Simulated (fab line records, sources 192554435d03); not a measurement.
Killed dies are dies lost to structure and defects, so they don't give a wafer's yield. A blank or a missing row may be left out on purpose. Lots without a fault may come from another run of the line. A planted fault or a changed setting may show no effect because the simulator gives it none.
Problem report in the 8D (eight disciplines) form, filled by code | flow n5_finfet | the parts of the form that need people (team, actions taken, sign-off) are left out

1. THE PROBLEM
h2_flow_sccm at N5_BEOL_M12_STRIP_37 reads a mean of 3573 sccm on 5 wafers of 2 lots; wafers without a fault read 3250 sccm with a standard deviation of 9.2. That is +35 standard deviations from the usual mean.
The step: strips in N2/H2.
First seen on wafer L270.2, day 13 05:17, on plasma_asher-01. The record holds 34 wafers of 12 lots with a number at this step. Rule for "out", or "out of limits": more than 4 standard deviations from the usual mean. The other wafers with a number count as sound.

2. WHAT IT IS AND WHAT IT IS NOT
question                    | is                     | is not
which readings at this step | h2_flow_sccm           | drypump_motor_current_A, heater_power_w, oes_product_au
which lots                  | L270, L273             | L263, L264, L265, L266, L269, L277, L282, L283, L284, L285
which wafers of those lots  | all that have a number | -
read on which tools         | plasma_asher-01        | plasma_asher-02
when                        | from day 13 05:17      | up to then (14 sound wafers); but 15 sound wafers of L277, L282, L283, L284, L285 came after

3. SUSPECTS, AND WHAT RULES EACH OUT
Counting: a tool at a process step up to the reading stays a suspect if it ran every lot that is out and no sound lot after the first of them.
- plasma_asher-01 at N5_BEOL_M12_STRIP_37 (strips in N2/H2): ruled out as a lasting fault. Sound lots L282, L283, L284 ran on it after its first lot that is out, L270 (day 13 05:17).
Left after counting: nothing in the record.

4. THE CAUSE (what the simulator had put in)
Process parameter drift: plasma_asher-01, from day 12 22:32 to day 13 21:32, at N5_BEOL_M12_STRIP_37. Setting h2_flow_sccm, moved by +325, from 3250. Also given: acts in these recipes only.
Counting ruled it out, wrongly.

5. THE CHAIN OF EFFECTS, in route order
Each row: a reading whose mean over the struck wafers that have a number lies more than 3 standard deviations from the usual. Only readings for which the record gives a usual standard deviation are gone through. hours: the time from each lot's start at the first step in this table that gives one to its start at this step, as a median over the lots. sigmas: the change in usual standard deviations.
hours | step                 | reading      | usual     | on struck wafers | change | sigmas
0     | N5_BEOL_M12_STRIP_37 | h2_flow_sccm | 3250 sccm | 3573             | +323   | +35
The process steps in it:
- N5_BEOL_M12_STRIP_37: strips in N2/H2.

6. WHAT WOULD HAVE CAUGHT IT SOONER
In this record the first reading out of limits was taken at day 13 05:17, 7 hours after the fault began at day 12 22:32.
